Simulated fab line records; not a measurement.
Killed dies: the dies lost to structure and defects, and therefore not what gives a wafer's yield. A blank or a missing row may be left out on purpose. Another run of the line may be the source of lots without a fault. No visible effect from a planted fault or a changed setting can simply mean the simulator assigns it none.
Matching of chambers    flow n5Finfet    N5_BEOL_M7_CURE_74 on uvCure-03: 3 sister chambers
The step cures SiCOH lowk, time 240 s. 6 wafers are shown with their chamber, then 11 later ones without.

== WAFERS PAIRED WITH THEIR CHAMBERS ==
wafer   chamber  wafer_temp_C_max  lampPowerPct (%)
L077.4  0        387.5             52.40
L077.6  0        387.6             52.29
L080.3  2        386.6             52.32
L080.4  2        386.3             52.34
L084.4  1        387.1             52.22
L089.3  1        386.8             52.23

== WAFERS WHOSE CHAMBER IS MISSING ==
wafer   wafer_temp_C_max  lampPowerPct (%)
L089.5  387.2             52.23
L089.6  387.8             52.33
L092.2  387.5             52.23
L092.4  388.3             52.31
L092.5  386.9             52.23
L094.2  387.6             52.29
L094.4  388.0             52.32
L094.5  387.7             52.34
L097.2  387.5             52.28
L097.3  387.8             52.27
L097.5  387.9             52.34

== WHICH CHAMBER EACH ONE RAN IN ==
wafer    from the rows above       in truth
L089.5   can't be placed: 1 or 0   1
L089.6   0                         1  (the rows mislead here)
L092.2   can't be placed: 0 or 1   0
L092.4   0                         0
L092.5   1                         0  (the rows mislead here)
L094.2   0                         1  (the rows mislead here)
L094.4   0                         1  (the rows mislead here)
L094.5   0                         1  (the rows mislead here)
L097.2   can't be placed: 0 or 1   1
L097.3   0                         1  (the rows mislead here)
L097.5   0                         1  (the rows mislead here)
1 of 11 placed correctly. Not placeable from these rows: 3 (in 3, the candidates include the true chamber). Placed wrongly: 7.
How it was worked out, from the rows above alone: a wafer's distance from a chamber is the root of the sum, over the readings, of the square of ((its reading less the chamber's mean) divided by the reading's scatter). If the next closest chamber is less than 2 further off than the closest, the wafer can't be placed; otherwise it belongs to the closest. For every chamber, the mean is computed from those of its wafers that are shown. The scatter: take each reading less its chamber's mean, square it, sum over the shown wafers, divide by the number of wafers less the number of chambers, and take the root.
